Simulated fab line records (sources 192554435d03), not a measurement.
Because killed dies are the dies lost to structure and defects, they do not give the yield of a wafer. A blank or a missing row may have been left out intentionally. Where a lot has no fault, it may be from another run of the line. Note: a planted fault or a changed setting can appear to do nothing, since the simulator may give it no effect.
What tool caused it? :: flow n5_finfet :: 24 lots, 72 wafers sampled, at 3 steps of a route of 1938

WHAT THE GAUGES SHOWED, per wafer
N5_BEOL_M12_RS_MEAS_54: uses a four-point probe to measure. Usual: for M12_RS the level is 0.0603 ohm/sq and the standard deviation is 0.00099.
lot: L075
measured: day 11 00:25
on: film_metro-01
M12_RS (ohm/sq): 0.0614 0.0608 0.0598
flag: 

lot: L074
measured: day 11 06:29
on: film_metro-02
M12_RS (ohm/sq): 0.0606 0.0612 0.0596
flag: 

lot: L076
measured: day 11 08:11
on: film_metro-02
M12_RS (ohm/sq): 0.0583 0.0604 0.0609
flag: 

lot: L077
measured: day 11 15:48
on: film_metro-02
M12_RS (ohm/sq): 0.0597 0.0596 0.0596
flag: 

lot: L078
measured: day 11 19:48
on: film_metro-02
M12_RS (ohm/sq): 0.0620 0.0601 0.0606
flag: 

lot: L080
measured: day 11 20:31
on: film_metro-01
M12_RS (ohm/sq): 0.0610 0.0599 0.0605
flag: 

lot: L079
measured: day 12 02:50
on: film_metro-02
M12_RS (ohm/sq): 0.0601 0.0627 0.0601
flag: 

lot: L083
measured: day 12 16:55
on: film_metro-01
M12_RS (ohm/sq): 0.0610 0.0607 0.0617
flag: 

lot: L081
measured: day 12 17:10
on: film_metro-02
M12_RS (ohm/sq): 0.0597 0.0597 0.0601
flag: 

lot: L082
measured: day 13 03:09
on: film_metro-02
M12_RS (ohm/sq): 0.0606 0.0605 0.0602
flag: 

lot: L085
measured: day 13 07:56
on: film_metro-01
M12_RS (ohm/sq): 0.0609 0.0610 0.0591
flag: 

lot: L084
measured: day 13 23:54
on: film_metro-01
M12_RS (ohm/sq): 0.0587 0.0606 0.0606
flag: 

lot: L086
measured: day 14 00:40
on: film_metro-02
M12_RS (ohm/sq): 0.0610 0.0601 0.0600
flag: 

lot: L087
measured: day 14 04:01
on: film_metro-01
M12_RS (ohm/sq): 0.0594 0.0597 0.0587
flag: 

lot: L088
measured: day 15 00:49
on: film_metro-01
M12_RS (ohm/sq): 0.0616 0.0596 0.0593
flag: 

lot: L089
measured: day 15 01:55
on: film_metro-01
M12_RS (ohm/sq): 0.0599 0.0621 0.0626
flag: 

lot: L090
measured: day 15 05:53
on: film_metro-02
M12_RS (ohm/sq): 0.0586 0.0610 0.0589
flag: 

lot: L091
measured: day 15 06:53
on: film_metro-02
M12_RS (ohm/sq): 0.0607 0.0608 0.0600
flag: 

lot: L093
measured: day 15 11:34
on: film_metro-01
M12_RS (ohm/sq): 0.0593 0.0595 0.0601
flag: 

lot: L094
measured: day 15 21:17
on: film_metro-01
M12_RS (ohm/sq): 0.0601 0.0626 0.0600
flag: 

lot: L092
measured: day 15 22:43
on: film_metro-02
M12_RS (ohm/sq): 0.0614 0.0602 0.0616
flag: 

lot: L095
measured: day 16 02:22
on: film_metro-02
M12_RS (ohm/sq): 0.0611 0.0588 0.0607
flag: 

lot: L096
measured: day 16 06:31
on: film_metro-01
M12_RS (ohm/sq): 0.0585 0.0608 0.0582
flag: 

lot: L097
measured: day 16 10:07
on: film_metro-01
M12_RS (ohm/sq): 0.0593 0.0613 0.0591
flag: 

EACH LOT AND THE TOOL THAT RAN IT (in order: tool; ch and the chambers of the sampled wafers; start)
lot: L075
N5_BEOL_M12_ETCH_68: rie_diel-03 ch 0,2,3, day 10 20:34
N5_BEOL_M12_TRENCH_ETCH_34: rie_diel-03 ch 0,2,3, day 10 20:44

lot: L074
N5_BEOL_M12_ETCH_68: rie_diel-04 ch 0,2,3, day 11 02:07
N5_BEOL_M12_TRENCH_ETCH_34: rie_diel-04 ch 0,2,3, day 11 02:17

lot: L076
N5_BEOL_M12_ETCH_68: rie_diel-03 ch 0,2, day 11 05:56
N5_BEOL_M12_TRENCH_ETCH_34: rie_diel-03 ch 0,2, day 11 06:08

lot: L077
N5_BEOL_M12_ETCH_68: rie_diel-06 ch 0,1, day 11 12:15
N5_BEOL_M12_TRENCH_ETCH_34: rie_diel-06 ch 0,1, day 11 12:26

lot: L078
N5_BEOL_M12_ETCH_68: rie_diel-04 ch 0,1,2, day 11 16:28
N5_BEOL_M12_TRENCH_ETCH_34: rie_diel-04 ch 0,1,2, day 11 16:38

lot: L080
N5_BEOL_M12_ETCH_68: rie_diel-03 ch 1,3, day 11 17:17
N5_BEOL_M12_TRENCH_ETCH_34: rie_diel-03 ch 1,3, day 11 17:28

lot: L079
N5_BEOL_M12_ETCH_68: rie_diel-06 ch 0,2,3, day 11 23:02
N5_BEOL_M12_TRENCH_ETCH_34: rie_diel-06 ch 0,2,3, day 11 23:13

lot: L083
N5_BEOL_M12_ETCH_68: rie_diel-03 ch 1,2,3, day 12 15:02
N5_BEOL_M12_TRENCH_ETCH_34: rie_diel-03 ch 1,2,3, day 12 15:13

lot: L081
N5_BEOL_M12_ETCH_68: rie_diel-06 ch 1,2, day 12 15:04
N5_BEOL_M12_TRENCH_ETCH_34: rie_diel-06 ch 1,2, day 12 15:15

lot: L082
N5_BEOL_M12_ETCH_68: rie_diel-03 ch 1,2, day 12 21:16
N5_BEOL_M12_TRENCH_ETCH_34: rie_diel-03 ch 1,2, day 12 21:26

lot: L085
N5_BEOL_M12_ETCH_68: rie_diel-04 ch 0,1,3, day 13 04:43
N5_BEOL_M12_TRENCH_ETCH_34: rie_diel-04 ch 0,1,3, day 13 04:54

lot: L084
N5_BEOL_M12_ETCH_68: rie_diel-03 ch 0,1,2, day 13 21:11
N5_BEOL_M12_TRENCH_ETCH_34: rie_diel-03 ch 0,1,2, day 13 21:22

lot: L086
N5_BEOL_M12_ETCH_68: rie_diel-04 ch 0,2, day 13 22:31
N5_BEOL_M12_TRENCH_ETCH_34: rie_diel-04 ch 0,2, day 13 22:42

lot: L087
N5_BEOL_M12_ETCH_68: rie_diel-06 ch 0,1, day 13 23:59
N5_BEOL_M12_TRENCH_ETCH_34: rie_diel-06 ch 0,1, day 14 00:10

lot: L088
N5_BEOL_M12_ETCH_68: rie_diel-06 ch 0,1,3, day 14 20:06
N5_BEOL_M12_TRENCH_ETCH_34: rie_diel-06 ch 0,1,3, day 14 20:17

lot: L089
N5_BEOL_M12_ETCH_68: rie_diel-04 ch 1,3, day 14 21:19
N5_BEOL_M12_TRENCH_ETCH_34: rie_diel-04 ch 1,3, day 14 21:30

lot: L090
N5_BEOL_M12_ETCH_68: rie_diel-03 ch 0,2, day 15 02:07
N5_BEOL_M12_TRENCH_ETCH_34: rie_diel-03 ch 0,2, day 15 02:17

lot: L091
N5_BEOL_M12_ETCH_68: rie_diel-04 ch 0,3, day 15 03:32
N5_BEOL_M12_TRENCH_ETCH_34: rie_diel-04 ch 0,3, day 15 03:43

lot: L093
N5_BEOL_M12_ETCH_68: rie_diel-06 ch 0,1,2, day 15 08:34
N5_BEOL_M12_TRENCH_ETCH_34: rie_diel-06 ch 0,1,2, day 15 08:46

lot: L094
N5_BEOL_M12_ETCH_68: rie_diel-06 ch 0,3, day 15 15:38
N5_BEOL_M12_TRENCH_ETCH_34: rie_diel-06 ch 0,3, day 15 15:49

lot: L092
N5_BEOL_M12_ETCH_68: rie_diel-04 ch 0,1,2, day 15 17:45
N5_BEOL_M12_TRENCH_ETCH_34: rie_diel-04 ch 0,1,2, day 15 17:56

lot: L095
N5_BEOL_M12_ETCH_68: rie_diel-04 ch 0,2, day 15 22:56
N5_BEOL_M12_TRENCH_ETCH_34: rie_diel-04 ch 0,2, day 15 23:07

lot: L096
N5_BEOL_M12_ETCH_68: rie_diel-03 ch 0,1, day 16 02:46
N5_BEOL_M12_TRENCH_ETCH_34: rie_diel-03 ch 0,1, day 16 02:56

lot: L097
N5_BEOL_M12_ETCH_68: rie_diel-04 ch 0,2, day 16 07:38
N5_BEOL_M12_TRENCH_ETCH_34: rie_diel-04 ch 1,2, day 16 07:49
- N5_BEOL_M12_ETCH_68: etches SOC in N2/H2, time 285 s.
- N5_BEOL_M12_TRENCH_ETCH_34: etches SiOC in C4F8/O2/Ar, target depth 318.95 nm, time 125.5 s.

WHAT THE TOOLS THEMSELVES READ (means of the sampled wafers that have a number; where no wafer has one, the mark that the record gives instead)
N5_BEOL_M12_ETCH_68. Usual: drypump_motor_current_A 6.0 A, standard deviation 0.39; oes_product_au 0.79 a.u., standard deviation 0.094; rf_vpp_V 523.9 V, standard deviation 2.4; showerhead_plenum_p_Torr 2.55 Torr, standard deviation 0.082; throttle_valve_pct 17.81 %, standard deviation 0.27.
lot: L075
tool: rie_diel-03
drypump_motor_current_A (A): 6.1
oes_product_au (a.u.): 0.81
rf_vpp_V (V): 524.0
showerhead_plenum_p_Torr (Torr): 2.58
throttle_valve_pct (%): 18.10
flag: 

lot: L074
tool: rie_diel-04
drypump_motor_current_A (A): 5.9
oes_product_au (a.u.): 0.74
rf_vpp_V (V): 522.4
showerhead_plenum_p_Torr (Torr): 2.50
throttle_valve_pct (%): 17.69
flag: 

lot: L076
tool: rie_diel-03
drypump_motor_current_A (A): 6.0
oes_product_au (a.u.): 0.87
rf_vpp_V (V): 525.8
showerhead_plenum_p_Torr (Torr): 2.60
throttle_valve_pct (%): 17.97
flag: 

lot: L077
tool: rie_diel-06
drypump_motor_current_A (A): 6.3
oes_product_au (a.u.): 0.87
rf_vpp_V (V): 526.9
showerhead_plenum_p_Torr (Torr): 2.66
throttle_valve_pct (%): 17.66
flag: 

lot: L078
tool: rie_diel-04
drypump_motor_current_A (A): 6.0
oes_product_au (a.u.): 0.73
rf_vpp_V (V): 522.5
showerhead_plenum_p_Torr (Torr): 2.51
throttle_valve_pct (%): 17.80
flag: 

lot: L080
tool: rie_diel-03
drypump_motor_current_A (A): 5.6
oes_product_au (a.u.): 0.69
rf_vpp_V (V): 524.9
showerhead_plenum_p_Torr (Torr): 2.59
throttle_valve_pct (%): 17.89
flag: 

lot: L079
tool: rie_diel-06
drypump_motor_current_A (A): 5.8
oes_product_au (a.u.): 0.82
rf_vpp_V (V): 525.3
showerhead_plenum_p_Torr (Torr): 2.57
throttle_valve_pct (%): 17.83
flag: 

lot: L083
tool: rie_diel-03
drypump_motor_current_A (A): 5.7
oes_product_au (a.u.): 0.74
rf_vpp_V (V): 524.5
showerhead_plenum_p_Torr (Torr): 2.57
throttle_valve_pct (%): 17.95
flag: 

lot: L081
tool: rie_diel-06
drypump_motor_current_A (A): 6.2
oes_product_au (a.u.): 0.91
rf_vpp_V (V): 523.2
showerhead_plenum_p_Torr (Torr): 2.52
throttle_valve_pct (%): 17.55
flag: 

lot: L082
tool: rie_diel-03
drypump_motor_current_A (A): 5.6
oes_product_au (a.u.): 0.74
rf_vpp_V (V): 526.2
showerhead_plenum_p_Torr (Torr): 2.60
throttle_valve_pct (%): 17.76
flag: 

lot: L085
tool: rie_diel-04
drypump_motor_current_A (A): 6.3
oes_product_au (a.u.): 0.79
rf_vpp_V (V): 523.6
showerhead_plenum_p_Torr (Torr): 2.55
throttle_valve_pct (%): 17.66
flag: 

lot: L084
tool: rie_diel-03
drypump_motor_current_A (A): 6.0
oes_product_au (a.u.): 0.78
rf_vpp_V (V): 525.0
showerhead_plenum_p_Torr (Torr): 2.59
throttle_valve_pct (%): 17.95
flag: 

lot: L086
tool: rie_diel-04
drypump_motor_current_A (A): 5.7
oes_product_au (a.u.): 0.74
rf_vpp_V (V): 520.4
showerhead_plenum_p_Torr (Torr): 2.44
throttle_valve_pct (%): 17.74
flag: 

lot: L087
tool: rie_diel-06
drypump_motor_current_A (A): 6.3
oes_product_au (a.u.): 0.84
rf_vpp_V (V): 526.9
showerhead_plenum_p_Torr (Torr): 2.65
throttle_valve_pct (%): 17.70
flag: 

lot: L088
tool: rie_diel-06
drypump_motor_current_A (A): 6.0
oes_product_au (a.u.): 0.79
rf_vpp_V (V): 524.2
showerhead_plenum_p_Torr (Torr): 2.59
throttle_valve_pct (%): 17.82
flag: 

lot: L089
tool: rie_diel-04
drypump_motor_current_A (A): 6.5
oes_product_au (a.u.): 0.77
rf_vpp_V (V): 524.8
showerhead_plenum_p_Torr (Torr): 2.62
throttle_valve_pct (%): 17.76
flag: 

lot: L090
tool: rie_diel-03
drypump_motor_current_A (A): 6.3
oes_product_au (a.u.): 0.83
rf_vpp_V (V): 524.2
showerhead_plenum_p_Torr (Torr): 2.59
throttle_valve_pct (%): 18.14
flag: 

lot: L091
tool: rie_diel-04
drypump_motor_current_A (A): 6.1
oes_product_au (a.u.): 0.77
rf_vpp_V (V): 522.3
showerhead_plenum_p_Torr (Torr): 2.47
throttle_valve_pct (%): 17.60
flag: 

lot: L093
tool: rie_diel-06
drypump_motor_current_A (A): 6.2
oes_product_au (a.u.): 0.85
rf_vpp_V (V): 524.8
showerhead_plenum_p_Torr (Torr): 2.58
throttle_valve_pct (%): 17.66
flag: 

lot: L094
tool: rie_diel-06
drypump_motor_current_A (A): 5.9
oes_product_au (a.u.): 0.77
rf_vpp_V (V): 526.0
showerhead_plenum_p_Torr (Torr): 2.62
throttle_valve_pct (%): 17.96
flag: 

lot: L092
tool: rie_diel-04
drypump_motor_current_A (A): 6.0
oes_product_au (a.u.): 0.80
rf_vpp_V (V): 522.6
showerhead_plenum_p_Torr (Torr): 2.49
throttle_valve_pct (%): 17.73
flag: 

lot: L095
tool: rie_diel-04
drypump_motor_current_A (A): 5.8
oes_product_au (a.u.): 0.71
rf_vpp_V (V): 520.0
showerhead_plenum_p_Torr (Torr): 2.41
throttle_valve_pct (%): 17.79
flag: 

lot: L096
tool: rie_diel-03
drypump_motor_current_A (A): 6.2
oes_product_au (a.u.): 0.77
rf_vpp_V (V): 525.0
showerhead_plenum_p_Torr (Torr): 2.59
throttle_valve_pct (%): 18.12
flag: 

lot: L097
tool: rie_diel-04
drypump_motor_current_A (A): 5.7
oes_product_au (a.u.): 0.73
rf_vpp_V (V): 520.8
showerhead_plenum_p_Torr (Torr): 2.43
throttle_valve_pct (%): 17.79
flag: 

N5_BEOL_M12_TRENCH_ETCH_34. Usual: drypump_motor_current_A 6.0 A, standard deviation 0.39; mfc_ar_sccm 399.9 sccm, standard deviation 1.2; oes_product_au 0.79 a.u., standard deviation 0.093; rf_vpp_V 666 V, standard deviation 3; showerhead_plenum_p_Torr 3.42 Torr, standard deviation 0.1; throttle_valve_pct 24.14 %, standard deviation 0.3.
lot: L075
tool: rie_diel-03
drypump_motor_current_A (A): 6.1
mfc_ar_sccm (sccm): 399.8
oes_product_au (a.u.): 0.81
rf_vpp_V (V): 666
showerhead_plenum_p_Torr (Torr): 3.46
throttle_valve_pct (%): 24.50
flag: 

lot: L074
tool: rie_diel-04
drypump_motor_current_A (A): 5.9
mfc_ar_sccm (sccm): 400.2
oes_product_au (a.u.): 0.73
rf_vpp_V (V): 664
showerhead_plenum_p_Torr (Torr): 3.34
throttle_valve_pct (%): 23.94
flag: 

lot: L076
tool: rie_diel-03
drypump_motor_current_A (A): 6.0
mfc_ar_sccm (sccm): 398.9
oes_product_au (a.u.): 0.87
rf_vpp_V (V): 667
showerhead_plenum_p_Torr (Torr): 3.50
throttle_valve_pct (%): 24.51
flag: 

lot: L077
tool: rie_diel-06
drypump_motor_current_A (A): 6.3
mfc_ar_sccm (sccm): 399.2
oes_product_au (a.u.): 0.87
rf_vpp_V (V): 669
showerhead_plenum_p_Torr (Torr): 3.56
throttle_valve_pct (%): 24.20
flag: 

lot: L078
tool: rie_diel-04
drypump_motor_current_A (A): 6.0
mfc_ar_sccm (sccm): 399.1
oes_product_au (a.u.): 0.74
rf_vpp_V (V): 663
showerhead_plenum_p_Torr (Torr): 3.34
throttle_valve_pct (%): 24.01
flag: 

lot: L080
tool: rie_diel-03
drypump_motor_current_A (A): 5.6
mfc_ar_sccm (sccm): 400.9
oes_product_au (a.u.): 0.69
rf_vpp_V (V): 666
showerhead_plenum_p_Torr (Torr): 3.47
throttle_valve_pct (%): 24.16
flag: 

lot: L079
tool: rie_diel-06
drypump_motor_current_A (A): 5.9
mfc_ar_sccm (sccm): 398.8
oes_product_au (a.u.): 0.82
rf_vpp_V (V): 667
showerhead_plenum_p_Torr (Torr): 3.45
throttle_valve_pct (%): 24.23
flag: 

lot: L083
tool: rie_diel-03
drypump_motor_current_A (A): 5.7
mfc_ar_sccm (sccm): 399.2
oes_product_au (a.u.): 0.74
rf_vpp_V (V): 666
showerhead_plenum_p_Torr (Torr): 3.47
throttle_valve_pct (%): 24.35
flag: 

lot: L081
tool: rie_diel-06
drypump_motor_current_A (A): 6.2
mfc_ar_sccm (sccm): 399.8
oes_product_au (a.u.): 0.90
rf_vpp_V (V): 665
showerhead_plenum_p_Torr (Torr): 3.39
throttle_valve_pct (%): 24.01
flag: 

lot: L082
tool: rie_diel-03
drypump_motor_current_A (A): 5.6
mfc_ar_sccm (sccm): 399.4
oes_product_au (a.u.): 0.74
rf_vpp_V (V): 667
showerhead_plenum_p_Torr (Torr): 3.51
throttle_valve_pct (%): 24.21
flag: 

lot: L085
tool: rie_diel-04
drypump_motor_current_A (A): 6.3
mfc_ar_sccm (sccm): 400.1
oes_product_au (a.u.): 0.79
rf_vpp_V (V): 665
showerhead_plenum_p_Torr (Torr): 3.37
throttle_valve_pct (%): 23.80
flag: 

lot: L084
tool: rie_diel-03
drypump_motor_current_A (A): 6.0
mfc_ar_sccm (sccm): 398.7
oes_product_au (a.u.): 0.79
rf_vpp_V (V): 667
showerhead_plenum_p_Torr (Torr): 3.49
throttle_valve_pct (%): 24.38
flag: 

lot: L086
tool: rie_diel-04
drypump_motor_current_A (A): 5.7
mfc_ar_sccm (sccm): 400.7
oes_product_au (a.u.): 0.74
rf_vpp_V (V): 661
showerhead_plenum_p_Torr (Torr): 3.28
throttle_valve_pct (%): 24.06
flag: 

lot: L087
tool: rie_diel-06
drypump_motor_current_A (A): 6.3
mfc_ar_sccm (sccm): 398.8
oes_product_au (a.u.): 0.84
rf_vpp_V (V): 670
showerhead_plenum_p_Torr (Torr): 3.55
throttle_valve_pct (%): 24.23
flag: 

lot: L088
tool: rie_diel-06
drypump_motor_current_A (A): 6.1
mfc_ar_sccm (sccm): 399.8
oes_product_au (a.u.): 0.79
rf_vpp_V (V): 667
showerhead_plenum_p_Torr (Torr): 3.47
throttle_valve_pct (%): 24.19
flag: 

lot: L089
tool: rie_diel-04
drypump_motor_current_A (A): 6.5
mfc_ar_sccm (sccm): 400.6
oes_product_au (a.u.): 0.77
rf_vpp_V (V): 668
showerhead_plenum_p_Torr (Torr): 3.45
throttle_valve_pct (%): 23.85
flag: 

lot: L090
tool: rie_diel-03
drypump_motor_current_A (A): 6.3
mfc_ar_sccm (sccm): 399.0
oes_product_au (a.u.): 0.82
rf_vpp_V (V): 667
showerhead_plenum_p_Torr (Torr): 3.47
throttle_valve_pct (%): 24.57
flag: 

lot: L091
tool: rie_diel-04
drypump_motor_current_A (A): 6.1
mfc_ar_sccm (sccm): 400.2
oes_product_au (a.u.): 0.76
rf_vpp_V (V): 663
showerhead_plenum_p_Torr (Torr): 3.29
throttle_valve_pct (%): 23.79
flag: 

lot: L093
tool: rie_diel-06
drypump_motor_current_A (A): 6.2
mfc_ar_sccm (sccm): 401.1
oes_product_au (a.u.): 0.84
rf_vpp_V (V): 667
showerhead_plenum_p_Torr (Torr): 3.46
throttle_valve_pct (%): 24.14
flag: 

lot: L094
tool: rie_diel-06
drypump_motor_current_A (A): 5.9
mfc_ar_sccm (sccm): 401.1
oes_product_au (a.u.): 0.77
rf_vpp_V (V): 669
showerhead_plenum_p_Torr (Torr): 3.51
throttle_valve_pct (%): 24.38
flag: 

lot: L092
tool: rie_diel-04
drypump_motor_current_A (A): 6.0
mfc_ar_sccm (sccm): 399.7
oes_product_au (a.u.): 0.80
rf_vpp_V (V): 662
showerhead_plenum_p_Torr (Torr): 3.32
throttle_valve_pct (%): 23.95
flag: 

lot: L095
tool: rie_diel-04
drypump_motor_current_A (A): 5.9
mfc_ar_sccm (sccm): 399.5
oes_product_au (a.u.): 0.70
rf_vpp_V (V): 660
showerhead_plenum_p_Torr (Torr): 3.24
throttle_valve_pct (%): 24.02
flag: 

lot: L096
tool: rie_diel-03
drypump_motor_current_A (A): 6.2
mfc_ar_sccm (sccm): 398.6
oes_product_au (a.u.): 0.76
rf_vpp_V (V): 667
showerhead_plenum_p_Torr (Torr): 3.46
throttle_valve_pct (%): 24.42
flag: 

lot: L097
tool: rie_diel-04
drypump_motor_current_A (A): 5.9
mfc_ar_sccm (sccm): 401.2
oes_product_au (a.u.): 0.81
rf_vpp_V (V): 664
showerhead_plenum_p_Torr (Torr): 3.35
throttle_valve_pct (%): 24.00
flag: 

THE ANSWER, worked out from the rows above alone
Rule: take the mean of a lot's wafers that have a number; if it is more than 3 standard deviations from the usual mean, the lot is off. A lot without any number at a reading at which 4 lots or more have one is off too. All remaining lots with rows at the step are treated as sound. Order of review: gauges by route order, followed by the tools' own readings, for which a lot's mean as printed above is used. At the first step where some lot is off, the reading lying furthest off is the one used; lots without a number count as furthest.
Across all readings shown, no lot is off: no conclusion can be drawn from this.

WHAT THE SIMULATOR HAD PUT IN
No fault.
